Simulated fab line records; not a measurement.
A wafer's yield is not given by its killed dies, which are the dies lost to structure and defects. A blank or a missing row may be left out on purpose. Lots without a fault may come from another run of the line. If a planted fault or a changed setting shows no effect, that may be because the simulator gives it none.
3 desks looking at one fault | flow nand-harc | each desk has only its own numbers; what lay behind them comes last

## THE DEFECT DESK
Per lot, the means of the sampled wafers with a number show what the inspections along the route counted. Marked OUT: a lot whose mean sits more than 4 standard deviations from the usual mean, which makes it out of limits; the brackets give that distance.
Columns: A = raw-defect-count at NHARC_P_START_INSPECT_01, usual 3.7; B = raw-defect-count at NHARC_P_STI_INSPECT_11, usual 6
lot  | first seen here | A   | B
L258 | day 1 20:02     | 4.0 | 5
L259 | day 2 06:02     | 3.7 | 7
L261 | day 3 02:02     | 4.0 | 6
L263 | day 3 22:03     | 5.3 | 5
L265 | day 4 18:02     | 4.3 | 6
L266 | day 5 04:03     | 4.0 | 6
L268 | day 6 00:02     | 2.3 | 4
L269 | day 6 10:02     | 3.7 | 9
L270 | day 6 20:02     | 3.3 | 568 (+99 or more) OUT
L271 | day 7 06:02     | 4.7 | 7
L272 | day 7 16:02     | 3.3 | 521 (+99 or more) OUT
L280 | day 11 00:02    | 3.0 | 7
L281 | day 11 10:02    | 5.7 | 3
This desk finds L270, L272 out of limits, L270 being first, at day 7 18:57 (raw-defect-count at NHARC_P_STI_INSPECT_11). L258, L259, L261, L263, L265, L266, L268, L269, L271, L280, L281 stayed within limits.

## FOR THE TOOL OWNER'S DESK: furnace-06
The tool's own readings at NHARC_P_STI_OXIDE_29 (material SiO2, target thk 10 nm, ox time 1362 s): means of the sampled wafers that have a number, for each lot that ran on this tool. Marked OUT: a lot whose mean sits more than 4 standard deviations from the usual mean, which makes it out of limits; the brackets give that distance.
Columns: A = zone-power-bottom-pct at NHARC_P_STI_OXIDE_29, usual 27.7 %
lot  | first seen here | A
L258 | day 2 08:50     | 27.4
L261 | day 3 13:22     | 27.4
L268 | day 6 16:53     | 27.3
L269 | day 6 23:35     | 27.3
L270 | day 7 07:36     | 27.6
L272 | day 8 03:28     | 27.5
Finding of this desk: none of the 6 lots has anything out of limits.

## METROLOGY DESK
Lot by lot, what the gauges showed, no matter which tool ran the lot: averages of those sampled wafers that carry a number. Marked OUT: a lot whose mean sits more than 4 standard deviations from the usual mean, which makes it out of limits; the brackets give that distance.
Columns: A = cd-nm at NHARC_P_ZERO_WELL_CD_MEAS_37, usual 720.7 nm
lot  | first seen here | A
L258 | day 2 00:14     | 721.0
L259 | day 2 10:20     | 721.1
L261 | day 3 05:58     | 719.8
L263 | day 4 02:14     | 720.2
L265 | day 4 22:02     | 721.7
L266 | day 5 08:17     | 719.7
L268 | day 6 04:08     | 721.4
L269 | day 6 14:08     | 719.1
L270 | day 6 23:58     | 721.1
L271 | day 7 10:19     | 719.6
L272 | day 7 20:06     | 720.6
L280 | day 11 04:11    | 719.8
L281 | day 11 13:58    | 719.6
Finding of this desk: none of the 13 lots has anything out of limits.

## ALL TOGETHER
The defect desk could have raised an alarm at day 7 18:57, on L270, L272.
The tool owner's desk saw nothing out of limits.
From the metrology desk's view, nothing was out of limits.
Tool owner's desk: L270, L272 on record, inside its limits.
The metrology desk has L270, L272 on record, within its limits.
The lots listed all ran NHARC_P_STI_OXIDE_29 on furnace-06.

## WHAT HAD BEEN PUT IN BY THE SIMULATOR
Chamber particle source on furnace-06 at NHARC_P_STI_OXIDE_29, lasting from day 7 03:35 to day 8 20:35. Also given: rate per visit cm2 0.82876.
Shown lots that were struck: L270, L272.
Hours from the fault's start to each desk's first reading out of limits: the defect desk, 15.
